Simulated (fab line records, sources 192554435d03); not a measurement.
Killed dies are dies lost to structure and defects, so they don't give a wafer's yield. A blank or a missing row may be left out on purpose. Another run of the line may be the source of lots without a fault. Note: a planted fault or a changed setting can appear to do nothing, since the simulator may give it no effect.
fab line records ; flow n5Finfet
record: lots: 7; wafers: 39
route steps=1938 shown BEOL_M13@1696
startH: hours from the record's first day to the start of the lot's first wafer shown ; waitH: how many hours have passed since the lot's step before this one ; " the same as in the row above ; L1.1+2: a single row standing in for several wafers ; - no value, or no start given ; * or withheld: withheld ; < > ~ a bound
route shown NAME@n: NAME is a module with steps in the file, n the number in the route of the first one ; usual: average and standard deviation across the fault-free wafers ; same: alike in all rows ; chamber/n: place in a boat ; sites: per-site readings ; _std_site: their standard deviation ; _edge_site: inner sites' mean taken away from outer sites' mean ; radiusMm: how far each site lies from the wafer's centre ; mask NAME#n: copy n ; behind: the most recent tool/chamber to have shaped the wafer ; hold: why the lot went on hold/how many hours it stayed there/how the hold came to an end ; device: transistor that didn't switch, given as n, p or np ; end of line: the route-end tests of the same wafers ; step lacking rows: just its recipe ; killed: at the first sort, the dies lost to defects and structure; wafer yield is something else ; map: a wafer's dies, x killed, . not, _ none there
set.NAME: the setting as run; set.NAME@STEP: as run at that earlier step ; model.NAME: the simulator's own value behind a step, which no gauge read
one table per step and one row per wafer, for lots whose settings were changed on purpose
== steps ==
step: N5_BEOL_M13_TRENCH_ETCH_34
recipe: chemistry: C4F8/O2/Ar; target: SiOC; targetDepthA: 4134.7; maskMaterial: SOC; pressureMtorr: 30; sourceW: 3000; biasW: 700; Ar_flow_sccm: 400; C4F8_flow_sccm: 15; O2_flow_sccm: 8; heInnerTorr: 15; heOuterTorr: 30; timeS: 162.6; ionEnergyEv: 250
lot.wafer;tool;chamber;startH;waitH;set.timeS;model.etch.depthNm
L083.1;rieDiel-06;0;316.62;0.0;162.6;405.6
L083.2;rieDiel-06;1;316.62;0.0;162.6;416.5
L083.3;rieDiel-06;2;316.62;0.0;162.6;421.6
L083.4;rieDiel-06;3;316.62;0.0;162.6;415.7
L083.5;rieDiel-06;0;316.62;0.0;162.6;407.1
L083.6;rieDiel-06;3;316.62;0.0;162.6;421.1
L081.1;rieDiel-05;1;323.11;0.0;162.6;397.5
L081.2;rieDiel-05;3;323.11;0.0;162.6;415
L081.3;rieDiel-05;2;323.11;0.0;162.6;422.4
L081.4;rieDiel-05;0;323.11;0.0;162.6;411.3
L081.5;rieDiel-05;3;323.11;0.0;162.6;411.6
L081.6;rieDiel-05;0;323.11;0.0;162.6;407.6
L084.1;rieDiel-06;2;347.19;0.0;162.6;419.2
L084.5;rieDiel-06;3;347.19;0.0;162.6;422.5
L084.6;rieDiel-06;2;347.19;0.0;162.6;421.6
L085.1;rieDiel-01;0;355.28;0.0;123.3;306.1
L085.2;rieDiel-01;2;355.28;0.0;162.6;425.5
L085.3;rieDiel-01;3;355.28;0.0;162.6;408.3
L085.4;rieDiel-01;2;355.28;0.0;123.3;321.5
L085.5;rieDiel-01;3;355.28;0.0;123.3;309.2
L085.6;rieDiel-01;0;355.28;0.0;162.6;401.4
L094.1;rieDiel-05;1;400.31;0.0;108.9;263.7
L094.2;rieDiel-05;0;400.31;0.0;162.6;407.7
L094.3;rieDiel-05;3;400.31;0.0;108.9;272.5
L094.4;rieDiel-05;2;400.31;0.0;162.6;413.7
L094.5;rieDiel-05;0;400.31;0.0;108.9;273
L094.6;rieDiel-05;3;400.31;0.0;162.6;408.7
L095.1;rieDiel-05;3;407.83;0.0;89.65;224.4
L095.2;rieDiel-05;1;407.83;0.0;89.65;218.6
L095.3;rieDiel-05;2;407.83;0.0;89.65;230.4
L095.4;rieDiel-05;3;407.83;0.0;162.6;410.7
L095.5;rieDiel-05;1;407.83;0.0;162.6;395.2
L095.6;rieDiel-05;2;407.83;0.0;162.6;417.4
L096.1;rieDiel-01;3;420.81;0.0;204.9;511.1
L096.2;rieDiel-01;1;420.81;0.0;162.6;411.5
L096.3;rieDiel-01;0;420.81;0.0;204.9;510
L096.4;rieDiel-01;2;420.81;0.0;162.6;421.9
L096.5;rieDiel-01;3;420.81;0.0;162.6;407
L096.6;rieDiel-01;0;420.81;0.0;204.9;513.8
step: N5_BEOL_M13_STRIP_70
recipe: chemistry: C4F8/O2/Ar; resist: SiARC; rfFrequencyHz: 6e+07
step: N5_BEOL_M13_OCD_MEAS_35
usual: trenchDepthNm: 413/9.4
lot.wafer;tool;chamber;startH;waitH;set.timeS@BEOL_M13_TRENCH_ETCH_34;trenchDepthNm
L083.1;ocd-02;-;316.80;0.0;162.6;405
L083.2;ocd-02;-;316.80;0.0;162.6;416
L083.3;ocd-02;-;316.80;0.0;162.6;422
L083.4;ocd-02;-;316.80;0.0;162.6;416
L083.5;ocd-02;-;316.80;0.0;162.6;407
L083.6;ocd-02;-;316.80;0.0;162.6;421
L081.1;ocd-02;-;323.29;0.0;162.6;398
L081.2;ocd-02;-;323.29;0.0;162.6;415
L081.3;ocd-02;-;323.29;0.0;162.6;423
L081.4;ocd-02;-;323.29;0.0;162.6;411
L081.5;ocd-02;-;323.29;0.0;162.6;412
L081.6;ocd-02;-;323.29;0.0;162.6;408
L084.1;ocd-01;-;347.36;0.0;162.6;419
L084.5;ocd-01;-;347.36;0.0;162.6;423
L084.6;ocd-01;-;347.36;0.0;162.6;422
L085.1;ocd-01;-;355.46;0.0;123.3;306
L085.2;ocd-01;-;355.46;0.0;162.6;425
L085.3;ocd-01;-;355.46;0.0;162.6;408
L085.4;ocd-01;-;355.46;0.0;123.3;322
L085.5;ocd-01;-;355.46;0.0;123.3;309
L085.6;ocd-01;-;355.46;0.0;162.6;402
L094.1;ocd-01;-;400.48;0.0;108.9;264
L094.2;ocd-01;-;400.48;0.0;162.6;407
L094.3;ocd-01;-;400.48;0.0;108.9;273
L094.4;ocd-01;-;400.48;0.0;162.6;413
L094.5;ocd-01;-;400.48;0.0;108.9;273
L094.6;ocd-01;-;400.48;0.0;162.6;409
L095.1;ocd-01;-;408.00;0.0;89.65;225
L095.2;ocd-01;-;408.00;0.0;89.65;219
L095.3;ocd-01;-;408.00;0.0;89.65;230
L095.4;ocd-01;-;408.00;0.0;162.6;410
L095.5;ocd-01;-;408.00;0.0;162.6;395
L095.6;ocd-01;-;408.00;0.0;162.6;417
L096.1;ocd-01;-;420.98;0.0;204.9;511
L096.2;ocd-01;-;420.98;0.0;162.6;412
L096.3;ocd-01;-;420.98;0.0;204.9;510
L096.4;ocd-01;-;420.98;0.0;162.6;422
L096.5;ocd-01;-;420.98;0.0;162.6;407
L096.6;ocd-01;-;420.98;0.0;204.9;514
step: N5_BEOL_M13_STRIP_37
recipe: chemistry: N2/H2; powerW: 1000; tempC: 250; h2Frac: 0.65; overashFraction: 0.3; pressureMtorr: withheld; n2FlowSccm: 1750; h2FlowSccm: 3250
step: N5_BEOL_M13_ETCH_38
recipe: chemistry: CF4/N2; target: SiCN; targetDepthA: 675; taperDeg: 2; timeS: 71.9; ionEnergyEv: 150; maskMaterial: SiO2; pressureMtorr: 40; sourceW: 430; biasW: 70; Ar_flow_sccm: 100; cf4FlowSccm: 60; n2FlowSccm: 60
step: N5_BEOL_M13_ECD_47
recipe: material: Cu; targetThkA: 9360
step: N5_BEOL_M13_ANNEAL_48
recipe: tempC: 225; timeS: 90; ambient: N2
step: N5_BEOL_M13_CMP_49
recipe: stopOn: SiOC; tOverpolishS: 17.1; downForcePsi: 1; platenRpm: 50; clearingPlatenDownForcePsi: 1.5; clearingPlatenRpm: 50; postCmpClean: cuAlkaline; targetThkNm: 420; clearingPlatenPadVelocityMS: 0.99484; padVelocityMS: 0.99484
lot.wafer;tool;chamber;startH;waitH;set.timeS@BEOL_M13_TRENCH_ETCH_34;model.Cu_of_BEOL_M13_ECD_47.thkNm
L083.4;cmp-02;0;319.60;0.1;162.6;420.4
L083.2;cmp-02;1;319.60;0.1;162.6;422.2
L083.1;cmp-02;2;319.60;0.1;162.6;412
L083.3;cmp-02;3;319.60;0.1;162.6;429.8
L083.6;cmp-02;0;319.60;0.1;162.6;426.4
L083.5;cmp-02;1;319.60;0.1;162.6;413.6
L081.1;cmp-03;0;326.46;0.3;162.6;401.4
L081.3;cmp-03;1;326.46;0.3;162.6;429
L081.4+5;cmp-03;2,1;326.46;0.3;162.6;418.4
L081.2;cmp-03;3;326.46;0.3;162.6;422
L081.6;cmp-03;0;326.46;0.3;162.6;412.6
L084.1;cmp-02;1;349.24;0.3;162.6;425.4
L084.6;cmp-02;3;349.24;0.3;162.6;427.8
L084.5;cmp-02;0;349.24;0.3;162.6;428
L085.4;cmp-04;1;358.91;0.1;123.3;329.4
L085.2;cmp-04;2;358.91;0.1;162.6;432.8
L085.3;cmp-04;3;358.91;0.1;162.6;414.2
L085.1;cmp-04;0;358.91;0.1;123.3;313.6
L085.6;cmp-04;1;358.91;0.1;162.6;409.6
L085.5;cmp-04;2;358.91;0.1;123.3;315.8
L094.2;cmp-04;1;403.44;0.2;162.6;415.8
L094.3;cmp-04;2;403.44;0.2;108.9;279
L094.1;cmp-04;3;403.44;0.2;108.9;271
L094.4;cmp-04;0;403.44;0.2;162.6;420.8
L094.5;cmp-04;1;403.44;0.2;108.9;280.4
L094.6;cmp-04;2;403.44;0.2;162.6;415.4
L095.2;cmp-04;1;411.18;0.2;89.65;225.8
L095.1;cmp-04;2;411.18;0.2;89.65;230.4
L095.3;cmp-04;3;411.18;0.2;89.65;236.4
L095.4;cmp-04;0;411.18;0.2;162.6;417
L095.6;cmp-04;1;411.18;0.2;162.6;425
L095.5;cmp-04;2;411.18;0.2;162.6;400.6
L096.2;cmp-04;2;423.56;0.2;162.6;418
L096.1;cmp-04;3;423.56;0.2;204.9;517.4
L096.3;cmp-04;0;423.56;0.2;204.9;516
L096.4;cmp-04;1;423.56;0.2;162.6;428.2
L096.5;cmp-04;2;423.56;0.2;162.6;412.2
L096.6;cmp-04;3;423.56;0.2;204.9;519.8
step: N5_BEOL_M13_THK_MEAS_50
recipe: thkMeasGauge: xrf; reads: Cu_of_BEOL_M13_ECD_47
usual: M13_THK: 412/10
lot.wafer;tool;chamber;startH;waitH;set.timeS@BEOL_M13_TRENCH_ETCH_34;M13_THK[nm]
L083.1;filmMetro-01;-;319.89;-;162.6;400
L083.2;filmMetro-01;-;319.89;-;162.6;411
L083.3;filmMetro-01;-;319.89;-;162.6;418
L083.4;filmMetro-01;-;319.89;-;162.6;409
L083.5;filmMetro-01;-;319.89;-;162.6;403
L083.6;filmMetro-01;-;319.89;-;162.6;413
L081.1;filmMetro-01;-;326.75;-;162.6;395
L081.2;filmMetro-01;-;326.75;-;162.6;413
L081.3;filmMetro-01;-;326.75;-;162.6;421
L081.4;filmMetro-01;-;326.75;-;162.6;412
L081.5;filmMetro-01;-;326.75;-;162.6;413
L081.6;filmMetro-01;-;326.75;-;162.6;407
L084.1;filmMetro-02;-;349.46;-;162.6;414
L084.5;filmMetro-02;-;349.46;-;162.6;420
L084.6;filmMetro-02;-;349.46;-;162.6;417
L085.1;filmMetro-01;-;359.20;-;123.3;306
L085.2;filmMetro-01;-;359.20;-;162.6;419
L085.3;filmMetro-01;-;359.20;-;162.6;402
L085.4;filmMetro-01;-;359.20;-;123.3;321
L085.5;filmMetro-01;-;359.20;-;123.3;307
L085.6;filmMetro-01;-;359.20;-;162.6;398
L094.1;filmMetro-01;-;403.73;-;108.9;267
L094.2;filmMetro-01;-;403.73;-;162.6;409
L094.3;filmMetro-01;-;403.73;-;108.9;275
L094.4;filmMetro-01;-;403.73;-;162.6;413
L094.5;filmMetro-01;-;403.73;-;108.9;275
L094.6;filmMetro-01;-;403.73;-;162.6;406
L095.1;filmMetro-01;-;411.47;-;89.65;225
L095.2;filmMetro-01;-;411.47;-;89.65;221
L095.3;filmMetro-01;-;411.47;-;89.65;230
L095.4;filmMetro-01;-;411.47;-;162.6;406
L095.5;filmMetro-01;-;411.47;-;162.6;391
L095.6;filmMetro-01;-;411.47;-;162.6;415
L096.1;filmMetro-01;-;423.85;-;204.9;503
L096.2;filmMetro-01;-;423.85;-;162.6;410
L096.3;filmMetro-01;-;423.85;-;204.9;505
L096.4;filmMetro-01;-;423.85;-;162.6;419
L096.5;filmMetro-01;-;423.85;-;162.6;404
L096.6;filmMetro-01;-;423.85;-;204.9;507
step: N5_BEOL_M13_PRE_CLEAN_52
recipe: gas: NH3; timeS: 15; tempC: withheld; rfPowerW: 300
step: N5_BEOL_M13_DEP_53
recipe: material: SiCN; targetThkA: 500; tempC: withheld; precursor: 3MS/NH3; pressureTorr: 3; rfW: 675; timeS: 17.8
step: N5_BEOL_M13_RS_MEAS_54
recipe: thkMeasGauge: four-point-probe; reads: Cu_of_BEOL_M13_ECD_47+Ta_of_BEOL_M13_SPUTTER_44+TaN_of_BEOL_M13_SPUTTER_43
usual: M13_RS: 0.0450/0.0011
lot.wafer;tool;chamber;startH;waitH;set.timeS@BEOL_M13_TRENCH_ETCH_34;M13_RS[ohm/sq]
L083.1;filmMetro-02;-;320.02;0.0;162.6;0.0458
L083.2;filmMetro-02;-;320.02;0.0;162.6;0.0447
L083.3;filmMetro-02;-;320.02;0.0;162.6;0.0438
L083.4;filmMetro-02;-;320.02;0.0;162.6;0.0448
L083.5;filmMetro-02;-;320.02;0.0;162.6;0.0456
L083.6;filmMetro-02;-;320.02;0.0;162.6;0.0442
L081.1;filmMetro-01;-;326.88;0.0;162.6;0.0470
L081.2;filmMetro-01;-;326.88;0.0;162.6;0.0446
L081.3;filmMetro-01;-;326.88;0.0;162.6;0.0440
L081.4;filmMetro-01;-;326.88;0.0;162.6;0.0451
L081.5;filmMetro-01;-;326.88;0.0;162.6;0.0451
L081.6;filmMetro-01;-;326.88;0.0;162.6;0.0458
L084.1;filmMetro-01;-;349.59;0.0;162.6;0.0443
L084.5;filmMetro-01;-;349.59;0.0;162.6;0.0440
L084.6;filmMetro-01;-;349.59;0.0;162.6;0.0440
L085.1;filmMetro-02;-;359.33;0.0;123.3;0.0608
L085.2;filmMetro-02;-;359.33;0.0;162.6;0.0435
L085.3;filmMetro-02;-;359.33;0.0;162.6;0.0457
L085.4;filmMetro-02;-;359.33;0.0;123.3;0.0578
L085.5;filmMetro-02;-;359.33;0.0;123.3;0.0603
L085.6;filmMetro-02;-;359.33;0.0;162.6;0.0461
L094.1;filmMetro-02;-;403.86;0.0;108.9;0.0710
L094.2;filmMetro-02;-;403.86;0.0;162.6;0.0453
L094.3;filmMetro-02;-;403.86;0.0;108.9;0.0688
L094.4;filmMetro-02;-;403.86;0.0;162.6;0.0448
L094.5;filmMetro-02;-;403.86;0.0;108.9;0.0684
L094.6;filmMetro-02;-;403.86;0.0;162.6;0.0454
L095.1;filmMetro-01;-;411.60;0.0;89.65;0.0841
L095.2;filmMetro-01;-;411.60;0.0;89.65;0.0860
L095.3;filmMetro-01;-;411.60;0.0;89.65;0.0820
L095.4;filmMetro-01;-;411.60;0.0;162.6;0.0452
L095.5;filmMetro-01;-;411.60;0.0;162.6;0.0472
L095.6;filmMetro-01;-;411.60;0.0;162.6;0.0444
L096.1;filmMetro-02;-;423.98;0.0;204.9;0.0363
L096.2;filmMetro-02;-;423.98;0.0;162.6;0.0451
L096.3;filmMetro-02;-;423.98;0.0;204.9;0.0363
L096.4;filmMetro-02;-;423.98;0.0;162.6;0.0440
L096.5;filmMetro-02;-;423.98;0.0;162.6;0.0458
L096.6;filmMetro-02;-;423.98;0.0;204.9;0.0361
== key ==
split: step: N5_BEOL_M13_TRENCH_ETCH_34; setting: timeS; stated: 162.6; by: wafer
response: step: N5_BEOL_M13_TRENCH_ETCH_34; reading: model.etch.depthNm; change: +4.08; per: 1%; r: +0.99
response: step: N5_BEOL_M13_OCD_MEAS_35; reading: trenchDepthNm; change: +4.08; per: 1%; r: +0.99
response: step: N5_BEOL_M13_CMP_49; reading: model.Cu_of_BEOL_M13_ECD_47.thkNm; change: +4.08; per: 1%; r: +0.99
response: step: N5_BEOL_M13_THK_MEAS_50; reading: M13_THK; change: +3.96; per: 1%; r: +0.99
response: step: N5_BEOL_M13_RS_MEAS_54; reading: M13_RS; change: -0.000711; per: 1%; r: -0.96
